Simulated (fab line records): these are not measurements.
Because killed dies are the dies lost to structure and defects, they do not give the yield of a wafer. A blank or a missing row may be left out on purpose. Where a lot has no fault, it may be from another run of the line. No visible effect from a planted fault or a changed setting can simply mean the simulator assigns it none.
fab line records	flow n5Finfet
record: lots: 7	wafers: 21
route steps=1938 shown BEOL_M7@1273 BEOL_M8@1335 BEOL_M9@1428 BEOL_M10@1488
startH: hours from the record's first day to the start of the lot's first wafer shown	waitH: hours since the lot's step before	" as in the row above	L1.1+2: a single row standing in for several wafers	- value missing, or start not given	* or withheld: withheld	< > ~ a bound
route shown NAME@n: NAME is a module with steps in the file, n the number in the route of the first one	usual: average and standard deviation across the fault-free wafers	same: alike in all rows	chamber/n: place in a boat	sites: each site's reading	_std_site: how widely they spread, as a standard deviation	_edge_site: the outer-site mean with the inner-site mean subtracted	radiusMm: for every site, how far away it sits from the centre of the wafer	mask NAME#n: copy n	behind: the tool/chamber that last shaped the wafer	hold: cause of the lot's hold/its duration in hours/its outcome	device: the n, p or np transistor that did not switch	end of line: tests of these same wafers at the route's end	a step with no rows: only its recipe	killed: not the wafer's yield, but the dies lost to structure and defects at the first sort	map: a wafer's dies, marking killed ones x, the rest . and places with no die _
set.NAME: the setting as run; set.NAME@STEP: as run at that earlier step	model.NAME: the simulator's own value behind a step, which no gauge read
lots run with intentionally changed settings; tables by step, rows by wafer
== steps ==
step: N5_BEOL_M7_EXPOSE_08
recipe: maskId: M7	na: 1.35	sourceShape: dipole	sigmaInner: 0.817	sigmaOuter: 0.97	polarization: te	doseMj: 68.25
lot.wafer	tool	chamber	startH	waitH	mask	set.doseMj
L078.2+4	arfiScanner-03	0	208.73	-	M7#0	68.25
L078.5	"	0	"	"	M7#0	65.42
L080.1+4+6	arfiScanner-02	0	226.98	-	M7#0	68.25
L084.1+3	arfiScanner-02	0	246.42	-	M7#0	69.98
L084.4	"	0	"	"	M7#0	68.25
L083.2	arfiScanner-03	0	246.60	-	M7#0	66.27
L083.3+6	"	0	"	"	M7#0	68.25
L087.3+4+6	arfiScanner-02	0	272.35	-	M7#0	68.25
L095.1+3+6	arfiScanner-01	0	324.93	-	M7#0	68.25
L097.4+5+6	arfiScanner-02	0	339.61	-	M7#0	68.25
step: N5_BEOL_M7_PEB_09
recipe: pebTempC: withheld	pebTimeS: 60	resist: CAR-ArF
step: N5_BEOL_M7_DEVELOP_10
recipe: developTimeS: 30	developer: TMAH	resist: CAR-ArF	rinseLiquid: diw	dry: airSpin	devTempC: 23
step: N5_BEOL_M7_DESCUM_16
recipe: chemistry: O2	timeS: 7.9	sourcePowerW: 50	biasPowerW: 20	pressureMtorr: 20	rfFrequencyHz: 2.712e+07	tempC: 40	resist: CAR-ArF	o2FlowSccm: 225
step: N5_BEOL_M7_ETCH_61
recipe: chemistry: CF4	target: SiARC	targetDepthA: 455	maskMaterial: CAR-ArF	timeS: 75.8	ionEnergyEv: 80	pressureMtorr: 40	sourceW: 545	biasW: 36	Ar_flow_sccm: 100	cf4FlowSccm: 100	ends: cleared
lot.wafer	tool	chamber	startH	waitH	set.doseMj@BEOL_M7_EXPOSE_08	model.BEOL_M7.cdOffsetNm
L078.2	rieDiel-06	3	209.03	0.0	68.25	0.2
L078.4	"	1	"	"	68.25	0
L078.5	"	0	"	"	65.42	-2.8
L080.1	rieDiel-01	0	227.50	0.0	68.25	1.4
L080.4	"	0	"	"	68.25	0.6
L080.6	"	2	"	"	68.25	0.2
L084.1	rieDiel-03	1	246.75	0.0	69.98	0.2
L084.3	"	3	"	"	69.98	0.8
L084.4	"	0	"	"	68.25	-0.2
L083.2	rieDiel-06	0	247.45	0.0	66.27	-1.8
L083.3	"	1	"	"	68.25	-0.6
L083.6	"	1	"	"	68.25	-0.4
L087.3+4	rieDiel-01	3,0	272.59	0.0	68.25	-1.2
L087.6	"	2	"	"	68.25	-1
L095.1+6	rieDiel-06	0,2	325.18	0.0	68.25	-0.4
L095.3	"	3	"	"	68.25	0
L097.4	rieDiel-01	1	339.84	0.0	68.25	-0.6
L097.5	"	1	"	"	68.25	-0.2
L097.6	"	0	"	"	68.25	0.4
step: N5_BEOL_M7_ETCH_62
recipe: chemistry: N2/H2	target: SOC	targetDepthA: 1100	overetchA: 220	maskMaterial: SiARC	tempC: 40	timeS: 165	ionEnergyEv: 200	pressureMtorr: 30	sourceW: 840	biasW: 150	n2FlowSccm: 200	h2FlowSccm: 200
lot.wafer	tool	chamber	startH	waitH	set.doseMj@BEOL_M7_EXPOSE_08	model.BEOL_M7.cdOffsetNm
L078.2+4	rieDiel-06	3,1	209.08	0.0	68.25	0.2
L078.5	"	0	"	"	65.42	-2.6
L080.1	rieDiel-01	0	227.56	0.0	68.25	1
L080.4	"	0	"	"	68.25	0.6
L080.6	"	2	"	"	68.25	0.4
L084.1	rieDiel-03	1	246.81	0.0	69.98	0.2
L084.3	"	3	"	"	69.98	1
L084.4	"	0	"	"	68.25	-0.6
L083.2	rieDiel-06	0	247.51	0.0	66.27	-1.8
L083.3+6	"	1	"	"	68.25	-0.4
L087.3+4	rieDiel-01	3,0	272.65	0.0	68.25	-1.4
L087.6	"	2	"	"	68.25	-1
L095.1+6	rieDiel-06	0,2	325.24	0.0	68.25	-0.6
L095.3	"	3	"	"	68.25	-0.4
L097.4	rieDiel-01	1	339.90	0.0	68.25	-0.4
L097.5	"	1	"	"	68.25	-0.2
L097.6	"	0	"	"	68.25	0.4
step: N5_BEOL_M7_STRIP_68
recipe: chemistry: N2/H2	tempC: 40	n2FlowSccm: 200	h2FlowSccm: 200	rfFrequencyHz: 6e+07
step: N5_BEOL_M7_STRIP_67
recipe: chemistry: CF4	resist: SiARC	powerW: 300	biasPowerW: 75	pressureMtorr: 50	cf4FlowSccm: 150	rfFrequencyHz: 6e+07
step: N5_BEOL_M7_HM_OPEN_17
recipe: chemistry: Cl2/BCl3	targetDepthA: 200	overetchA: 60	target: TiN	maskMaterial: SOC	ionEnergyEv: 150	pressureMtorr: 10	icpW: 1000	biasW: 126	Cl2_flow_sccm: 53.25	bcl3FlowSccm: 21.75	Ar_flow_sccm: 25
lot.wafer	tool	chamber	startH	waitH	set.doseMj@BEOL_M7_EXPOSE_08	model.BEOL_M7.cdOffsetNm
L078.2+4	rieMetal-03	1,0	209.27	0.0	68.25	0.2
L078.5	"	0	"	"	65.42	-2.8
L080.1	rieMetal-02	1	227.75	0.0	68.25	1
L080.4+6	"	1	"	"	68.25	0.6
L084.1	rieMetal-03	1	247.05	0.1	69.98	0.2
L084.3	"	0	"	"	69.98	0.8
L084.4	"	1	"	"	68.25	-0.8
L083.2	rieMetal-02	1	247.70	0.0	66.27	-1.8
L083.3	"	1	"	"	68.25	-0.4
L083.6	"	0	"	"	68.25	-0.2
L087.3+4	rieMetal-03	1	272.89	0.1	68.25	-1.6
L087.6	"	1	"	"	68.25	-1.2
L095.1	rieMetal-01	0	325.43	0.0	68.25	-0.8
L095.3+6	"	0,1	"	"	68.25	-0.4
L097.4	rieMetal-01	1	340.12	0.1	68.25	-0.4
L097.5	"	1	"	"	68.25	-0.2
L097.6	"	0	"	"	68.25	0.4
step: N5_BEOL_M7_STRIP_19
recipe: chemistry: O2	powerW: 400	tempC: 40	pressureMtorr: 30	rfFrequencyHz: 6e+07	biasPowerW: 0	overashFraction: 0.2	o2FlowSccm: 225
step: N5_BEOL_M7_CD_MEAS_18
recipe: pitchNm: 80	targetCdNm: 40
usual: cdNm: 39.8/0.62
lot.wafer	tool	chamber	startH	waitH	set.doseMj@BEOL_M7_EXPOSE_08	cdNm
L078.2	cdSem-03	-	209.45	0.1	68.25	40.1
L078.4	"	-	"	"	68.25	40.0
L078.5	"	-	"	"	65.42	37.0
L080.1	cdSem-01	-	228.02	0.0	68.25	41.1
L080.4	"	-	"	"	68.25	40.0
L080.6	"	-	"	"	68.25	40.6
L084.1	cdSem-02	-	247.30	0.1	69.98	40.1
L084.3	"	-	"	"	69.98	40.8
L084.4	"	-	"	"	68.25	39.2
L083.2	cdSem-03	-	247.95	0.1	66.27	37.8
L083.3	"	-	"	"	68.25	39.8
L083.6	"	-	"	"	68.25	39.8
L087.3	cdSem-03	-	273.11	0.1	68.25	38.7
L087.4	"	-	"	"	68.25	38.5
L087.6	"	-	"	"	68.25	38.7
L095.1	cdSem-01	-	325.88	0.0	68.25	39.3
L095.3	"	-	"	"	68.25	39.5
L095.6	"	-	"	"	68.25	39.5
L097.4	cdSem-03	-	340.27	0.1	68.25	39.7
L097.5	"	-	"	"	68.25	39.7
L097.6	"	-	"	"	68.25	40.1
step: N5_BEOL_M7_COAT_63
recipe: resist: SOC	tempC: 250	timeS: 60	spinRpm: 1500	resistThkNm: 60
step: N5_BEOL_M7_COAT_64
recipe: resist: SiARC	tempC: 220	timeS: 60	spinRpm: 1500	resistThkNm: 12
step: N5_BEOL_M7_PRECLEAN_42
recipe: chemistry: residueRemover	timeS: 60	tempC: 40
step: N5_BEOL_M7_SRD_43
recipe: timeS: 30	tempC: 23	rinseLiquid: diw	dry: ipaMarangoni
step: N5_BEOL_M7_CD_MEAS_35
recipe: targetCdNm: 40	polarity: opening
usual: cdNm: 39.9/0.59
lot.wafer	tool	chamber	startH	waitH	set.doseMj@BEOL_M7_EXPOSE_08	cdNm
L078.2	cdSem-02	-	212.00	0.0	68.25	40.5
L078.4	"	-	"	"	68.25	40.4
L078.5	"	-	"	"	65.42	37.4
L080.1	cdSem-01	-	234.21	0.0	68.25	40.9
L080.4	"	-	"	"	68.25	40.7
L080.6	"	-	"	"	68.25	40.7
L084.1	cdSem-01	-	249.57	0.0	69.98	40.2
L084.3	"	-	"	"	69.98	41.1
L084.4	"	-	"	"	68.25	39.2
L083.2	cdSem-02	-	249.96	0.0	66.27	38.4
L083.3	"	-	"	"	68.25	39.7
L083.6	"	-	"	"	68.25	39.8
L087.3	cdSem-03	-	274.46	0.0	68.25	38.3
L087.4	"	-	"	"	68.25	38.6
L087.6	"	-	"	"	68.25	39.3
L095.1	cdSem-01	-	330.56	0.0	68.25	39.6
L095.3	"	-	"	"	68.25	39.4
L095.6	"	-	"	"	68.25	39.3
L097.4	cdSem-01	-	342.75	0.0	68.25	39.5
L097.5	"	-	"	"	68.25	39.5
L097.6	"	-	"	"	68.25	40.7
step: N5_BEOL_M8_PECVD_70
recipe: material: SiO2	targetThkA: 200	tempC: 400	precursor: TEOS/O2	pressureTorr: 5.5	rfW: 450	teosFlowSccm: 53.8	gas: O2	flowSccm: 3000	timeS: 22.7
lot.wafer	tool	chamber	startH	waitH	set.tempC	model.SiO2_of_BEOL_M8_PECVD_70.thkNm
L078.2	pecvd-01	1	215.65	0.0	392.6	21.4
L078.4	"	2	"	"	400	20.4
L078.5	"	0	"	"	392.6	21.2
L080.1+4	pecvd-02	1	237.39	0.0	400	19.6
L080.6	"	0	"	"	400	20
L084.1	pecvd-03	2	254.37	0.0	400	19.4
L084.3	"	1	"	"	409.7	18.2
L084.4	"	2	"	"	400	20
L083.2	pecvd-01	2	254.85	0.0	400	19.8
L083.3+6	"	0	"	"	400	19.6
L087.3	pecvd-02	2	277.55	0.0	400	20.2
L087.4	"	0	"	"	384.8	22.2
L087.6	"	2	"	"	400	20.4
L095.1	pecvd-03	1	333.90	0.0	400	19.6
L095.3	"	2	"	"	400	19.4
L095.6	"	1	"	"	390.7	21.4
L097.4+5+6	pecvd-01	1,2,0	347.23	0.1	400	19.8
step: N5_BEOL_M8_DEVELOP_10
recipe: developTimeS: 30	developer: TMAH	resist: CAR-ArF	rinseLiquid: diw	dry: airSpin	devTempC: 23
lot.wafer	tool	chamber	startH	waitH	set.developTimeS
L078.2+4+5	lithoTrack-01	0	-	-	30
L080.1+4	lithoTrack-01	0	-	-	30
L080.6	"	0	"	"	23.94
L084.1+4	lithoTrack-04	0	-	-	32.27
L084.3	"	0	"	"	30
L083.2+3	lithoTrack-04	0	-	-	24.36
L083.6	"	0	"	"	30
L087.3+4+6	lithoTrack-04	0	-	-	30
L095.1+3+6	lithoTrack-05	0	-	-	30
L097.4+5+6	lithoTrack-05	0	-	-	30
step: N5_BEOL_M8_STRIP_80
recipe: chemistry: N2/H2	timeS: 10	powerW: 450	tempC: 40	pressureMtorr: 20	rfFrequencyHz: 6e+07	biasPowerW: 7	n2FlowSccm: 200	h2FlowSccm: 200
step: N5_BEOL_M8_HM_STRIP_39
recipe: chemistry: peroxideTinStrip	material: TiN	targetDepthA: 250	tempC: 50	timeS: 158
lot.wafer	tool	chamber	startH	waitH	set.tempC@BEOL_M8_PECVD_70	model.SiO2_of_BEOL_M8_PECVD_70.thkNm
L078.2	wetBench-05	6	222.68	0.0	392.6	21.2
L078.4	"	2	"	"	400	20.4
L078.5	"	3	"	"	392.6	21
L080.1	wetBench-05	3	243.35	0.0	400	19.4
L080.4	"	5	"	"	400	19.6
L080.6	"	0	"	"	400	19.8
L084.1	wetBench-04	3	260.87	0.0	400	19.4
L084.3	"	4	"	"	409.7	18
L084.4	"	6	"	"	400	19.8
L083.2+3	wetBench-01	0,4	261.39	0.0	400	19.6
L083.6	"	5	"	"	400	19.4
L087.3	wetBench-01	3	281.70	0.0	400	20
L087.4	"	5	"	"	384.8	22
L087.6	"	6	"	"	400	20.2
L095.1+3	wetBench-05	1,2	336.20	0.0	400	19.4
L095.6	"	7	"	"	390.7	21.2
L097.4+5+6	wetBench-01	0,7,1	352.02	0.0	400	19.6
step: N5_BEOL_M9_COAT_22
recipe: resist: CAR-EUV	spinRpm: 1500	resistThkNm: 30
lot.wafer	tool	chamber	startH	waitH	set.spinRpm	model.CAR-EUV_of_BEOL_M9_COAT_22.thkNm
L078.2+5	lithoTrack-02	0	-	-	1500	30
L078.4	"	0	"	"	1549	29.6
L080.1+6	lithoTrack-02	0	-	-	1500	30
L080.4	"	0	"	"	1559	29.4
L084.1	lithoTrack-02	0	-	-	1500	30
L084.3+4	"	0	"	"	1562	29.4
L083.2	lithoTrack-03	0	-	-	1500	30
L083.3	"	0	"	"	1397	31.2
L083.6	"	0	"	"	1500	30.2
L087.3+6	lithoTrack-03	0	-	-	1500	30
L087.4	"	0	"	"	1547	29.6
L095.1+3	lithoTrack-03	0	-	-	1500	30.2
L095.6	"	0	"	"	1500	30
L097.4+5	lithoTrack-02	0	-	-	1500	29.8
L097.6	"	0	"	"	1500	30
step: N5_BEOL_M9_EXPOSE_25
recipe: maskId: V8	na: 0.33	sourceShape: annular	sigmaInner: 0.4	sigmaOuter: 0.8	polarization: unpolarized	doseMj: 37.25
lot.wafer	tool	chamber	startH	waitH	mask	set.doseMj
L078.2+4+5	euvScanner-02	0	230.59	-	V8#0	37.25
L080.1	euvScanner-02	0	248.51	-	V8#0	37.25
L080.4+6	"	0	"	"	V8#0	39.98
L084.1+3+4	euvScanner-02	0	269.52	-	V8#0	37.25
L083.2+3	euvScanner-02	0	269.56	-	V8#0	37.25
L083.6	"	0	"	"	V8#0	39.13
L087.3+4	euvScanner-02	0	296.44	-	V8#0	37.25
L087.6	"	0	"	"	V8#0	38.79
L095.1	euvScanner-01	0	345.06	-	V8#0	37.25
L095.3+6	"	0	"	"	V8#0	39.52
L097.4+5+6	euvScanner-02	0	360.90	-	V8#0	37.25
step: N5_BEOL_M9_PEB_26
recipe: pebTempC: 100	pebTimeS: 60	resist: CAR-EUV
step: N5_BEOL_M9_DEVELOP_27
recipe: developTimeS: 30	developer: TMAH	resist: CAR-EUV	rinseLiquid: surfactantRinse	dry: airSpin	devTempC: 23
lot.wafer	tool	chamber	startH	waitH	set.spinRpm@BEOL_M9_COAT_22	model.CAR-EUV_of_BEOL_M9_COAT_22.thkNm
L078.2+5	lithoTrack-02	0	-	-	1500	29.6
L078.4	"	0	"	"	1549	29.2
L080.1+6	lithoTrack-01	0	-	-	1500	29.6
L080.4	"	0	"	"	1559	29
L084.1	lithoTrack-02	0	-	-	1500	29.6
L084.3+4	"	0	"	"	1562	29
L083.2+6	lithoTrack-02	0	-	-	1500	29.6
L083.3	"	0	"	"	1397	30.8
L087.3+6	lithoTrack-03	0	-	-	1500	29.6
L087.4	"	0	"	"	1547	29.2
L095.1+6	lithoTrack-03	0	-	-	1500	29.6
L095.3	"	0	"	"	1500	29.8
L097.4+5+6	lithoTrack-03	0	-	-	1500	29.4
step: N5_BEOL_M9_CD_MEAS_28
recipe: targetCdNm: 70	landingEnergyEv: 500	detector: seInlens	polarity: opening
usual: cdNm: 70.02/0.28
lot.wafer	tool	chamber	startH	waitH	set.doseMj@BEOL_M9_EXPOSE_25	cdNm
L078.2	cdSem-01	0	230.71	-	37.25	69.80
L078.4	"	0	"	"	37.25	70.07
L078.5	"	0	"	"	37.25	69.87
L080.1	cdSem-02	0	248.64	-	37.25	69.77
L080.4	"	0	"	"	39.98	70.92
L080.6	"	0	"	"	39.98	71.83
L084.1	cdSem-01	0	269.65	-	37.25	70.00
L084.3	"	0	"	"	37.25	69.86
L084.4	"	0	"	"	37.25	70.12
L083.2	cdSem-03	0	269.69	-	37.25	69.78
L083.3	"	0	"	"	37.25	70.21
L083.6	"	0	"	"	39.13	71.17
L087.3	cdSem-01	0	296.55	-	37.25	70.33
L087.4	"	0	"	"	37.25	70.08
L087.6	"	0	"	"	38.79	70.80
L095.1	cdSem-03	0	345.19	-	37.25	70.08
L095.3	"	0	"	"	39.52	71.27
L095.6	"	0	"	"	39.52	71.59
L097.4	cdSem-02	0	361.01	-	37.25	70.27
L097.5	"	0	"	"	37.25	69.63
L097.6	"	0	"	"	37.25	70.28
step: N5_BEOL_M10_ETCH_62
recipe: chemistry: N2/H2	target: SOC	targetDepthA: 1100	overetchA: 220	maskMaterial: SiARC	tempC: 40	timeS: 165	ionEnergyEv: 200	pressureMtorr: 30	sourceW: 840	biasW: 150	n2FlowSccm: 200	h2FlowSccm: 200
lot.wafer	tool	chamber	startH	waitH	set.timeS	model.SiARC_of_BEOL_M10_COAT_60.thkNm
L078.2	rieDiel-02	3	237.13	0.0	190.3	22.4
L078.4	"	2	"	"	165	23.8
L078.5	"	1	"	"	190.3	22.8
L080.1+6	rieDiel-05	3,2	254.66	0.0	165	23.6
L080.4	"	1	"	"	165	23.4
L084.1	rieDiel-04	0	275.77	0.0	165	23.2
L084.3	"	1	"	"	165	23.4
L084.4	"	3	"	"	149.9	24.2
L083.2	rieDiel-02	2	275.93	0.0	142	24.8
L083.3	"	3	"	"	165	23.4
L083.6	"	0	"	"	165	23.6
L087.3+6	rieDiel-04	1	302.54	0.0	175.7	23
L087.4	"	0	"	"	165	23.2
L095.1+6	rieDiel-04	0,1	353.05	0.0	165	23.2
L095.3	"	2	"	"	132.8	24.4
L097.4+5	rieDiel-04	2	366.35	0.0	165	23.2
L097.6	"	3	"	"	165	23.4
step: N5_BEOL_M10_STRIP_68
recipe: chemistry: N2/H2	tempC: 40	n2FlowSccm: 200	h2FlowSccm: 200	rfFrequencyHz: 6e+07
step: N5_BEOL_M10_STRIP_67
recipe: chemistry: CF4	resist: SiARC	powerW: 300	biasPowerW: 75	pressureMtorr: 50	cf4FlowSccm: 150	rfFrequencyHz: 6e+07
step: N5_BEOL_M10_HM_OPEN_17
recipe: chemistry: Cl2/BCl3	targetDepthA: 200	overetchA: 60	target: TiN	maskMaterial: SOC	ionEnergyEv: 150	pressureMtorr: 10	icpW: 1000	biasW: 126	Cl2_flow_sccm: 53.25	bcl3FlowSccm: 21.75	Ar_flow_sccm: 25
lot.wafer	tool	chamber	startH	waitH	set.timeS@BEOL_M10_ETCH_62	model.etch.depthNm
L078.2	rieMetal-02	1	237.34	0.1	190.3	17.32
L078.4	"	1	"	"	165	19.76
L078.5	"	1	"	"	190.3	17.13
L080.1	rieMetal-01	0	254.85	0.0	165	20
L080.4	"	0	"	"	165	20.04
L080.6	"	0	"	"	165	20.23
L084.1	rieMetal-02	0	275.95	0.0	165	19.92
L084.3	"	0	"	"	165	19.72
L084.4	"	1	"	"	149.9	20.19
L083.2	rieMetal-01	0	276.15	0.1	142	19.86
L083.3	"	0	"	"	165	19.9
L083.6	"	0	"	"	165	19.81
L087.3	rieMetal-02	0	302.76	0.1	175.7	18.95
L087.4	"	1	"	"	165	19.9
L087.6	"	0	"	"	175.7	18.83
L095.1	rieMetal-02	0	353.24	0.0	165	20.11
L095.3	"	1	"	"	132.8	20.07
L095.6	"	1	"	"	165	19.94
L097.4	rieMetal-03	0	366.56	0.1	165	19.64
L097.5	"	1	"	"	165	19.73
L097.6	"	0	"	"	165	19.57
== key ==
split: step: N5_BEOL_M7_EXPOSE_08	setting: doseMj	stated: 68.25	by: wafer
response: step: N5_BEOL_M7_ETCH_61	reading: model.BEOL_M7.cdOffsetNm	change: +0.548	per: 1%	r: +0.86
response: step: N5_BEOL_M7_ETCH_62	reading: model.BEOL_M7.cdOffsetNm	change: +0.584	per: 1%	r: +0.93
response: step: N5_BEOL_M7_HM_OPEN_17	reading: model.BEOL_M7.cdOffsetNm	change: +0.627	per: 1%	r: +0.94
response: step: N5_BEOL_M7_CD_MEAS_18	reading: cdNm	change: +0.679	per: 1%	r: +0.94
response: step: N5_BEOL_M7_CD_MEAS_35	reading: cdNm	change: +0.63	per: 1%	r: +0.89
split: step: N5_BEOL_M8_PECVD_70	setting: tempC	stated: 400	by: wafer
response: step: N5_BEOL_M8_PECVD_70	reading: model.SiO2_of_BEOL_M8_PECVD_70.thkNm	change: -0.581	per: 1%	r: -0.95
response: step: N5_BEOL_M8_HM_STRIP_39	reading: model.SiO2_of_BEOL_M8_PECVD_70.thkNm	change: -0.569	per: 1%	r: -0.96
split: step: N5_BEOL_M8_DEVELOP_10	setting: developTimeS	stated: 30	by: wafer
response none clear
split: step: N5_BEOL_M9_COAT_22	setting: spinRpm	stated: 1500	by: wafer
response: step: N5_BEOL_M9_COAT_22	reading: model.CAR-EUV_of_BEOL_M9_COAT_22.thkNm	change: -0.149	per: 1%	r: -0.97
response: step: N5_BEOL_M9_DEVELOP_27	reading: model.CAR-EUV_of_BEOL_M9_COAT_22.thkNm	change: -0.156	per: 1%	r: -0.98
split: step: N5_BEOL_M9_EXPOSE_25	setting: doseMj	stated: 37.25	by: wafer
response: step: N5_BEOL_M9_CD_MEAS_28	reading: cdNm	change: +0.213	per: 1%	r: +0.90
split: step: N5_BEOL_M10_ETCH_62	setting: timeS	stated: 165	by: wafer
response: step: N5_BEOL_M10_ETCH_62	reading: model.SiARC_of_BEOL_M10_COAT_60.thkNm	change: -0.0742	per: 1%	r: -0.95
response: step: N5_BEOL_M10_HM_OPEN_17	reading: model.etch.depthNm	shape: bent	atLowest: 20.07	atStated: 19.88	atHighest: 17.22
